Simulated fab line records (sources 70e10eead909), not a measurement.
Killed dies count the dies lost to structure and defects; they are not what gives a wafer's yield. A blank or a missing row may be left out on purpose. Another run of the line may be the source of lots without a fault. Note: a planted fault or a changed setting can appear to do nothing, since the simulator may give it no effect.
Chamber matching | flow nand_harc | 4 sister chambers for NHARC_P_M2_CMP_23 on cmp-04
The step polishes, t overpolish 20 s, target thk 144.3 nm. 8 wafers are shown with their chamber, then 9 later ones without.

## WAFERS PAIRED WITH THEIR CHAMBERS
wafer  | chamber | motor_current_A (A) | time_to_endpoint_s (s)
L082.1 | 3       | 11.7                | 29.8
L082.2 | 2       | 12.0                | 27.4
L085.1 | 0       | 12.8                | 31.0
L085.2 | 3       | 10.8                | 31.3
L085.5 | 2       | 11.6                | 29.4
L090.1 | 0       | 12.3                | 32.0
L090.2 | 1       | 11.9                | 32.0
L090.6 | 1       | 12.3                | 30.5

## WAFERS WITHOUT THEIR CHAMBER
wafer  | motor_current_A (A) | time_to_endpoint_s (s)
L094.1 | 12.9                | 31.8
L094.2 | 11.8                | 28.0
L094.4 | 12.2                | 30.7
L093.2 | 13.1                | 31.8
L093.5 | 11.9                | 31.7
L093.6 | 12.0                | 30.0
L095.2 | 10.7                | 34.2
L095.3 | 12.0                | 31.5
L095.4 | 12.2                | 32.8

## WHICH CHAMBER EACH ONE RAN IN
wafer  | from the rows above               | in truth
L094.1 | can't be placed: 0 or 1           | 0
L094.2 | 2                                 | 2
L094.4 | can't be placed: 1 or 0 or 3 or 2 | 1
L093.2 | can't be placed: 0 or 1           | 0
L093.5 | can't be placed: 1 or 0 or 3      | 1
L093.6 | can't be placed: 1 or 2 or 3 or 0 | 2
L095.2 | can't be placed: 3 or 1 or 0      | 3
L095.3 | can't be placed: 1 or 0 or 3      | 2
L095.4 | can't be placed: 1 or 0 or 3      | 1
Correctly placed: 1 of 9. Not placeable from these rows: 8 (in 7, the candidates include the true chamber). Placed wrongly: 0.
How it was worked out, from the rows above alone: a wafer's distance from a chamber is the root of the sum, over the readings, of the square of ((its reading less the chamber's mean) divided by the reading's scatter). If the next closest chamber is less than 2 further off than the closest, the wafer can't be placed; otherwise it belongs to the closest. Each chamber's mean is taken over the wafers shown for it. The scatter is the square root of a quotient: the sum, over the shown wafers, of each reading's squared deviation from its chamber's mean, divided by wafers minus chambers.
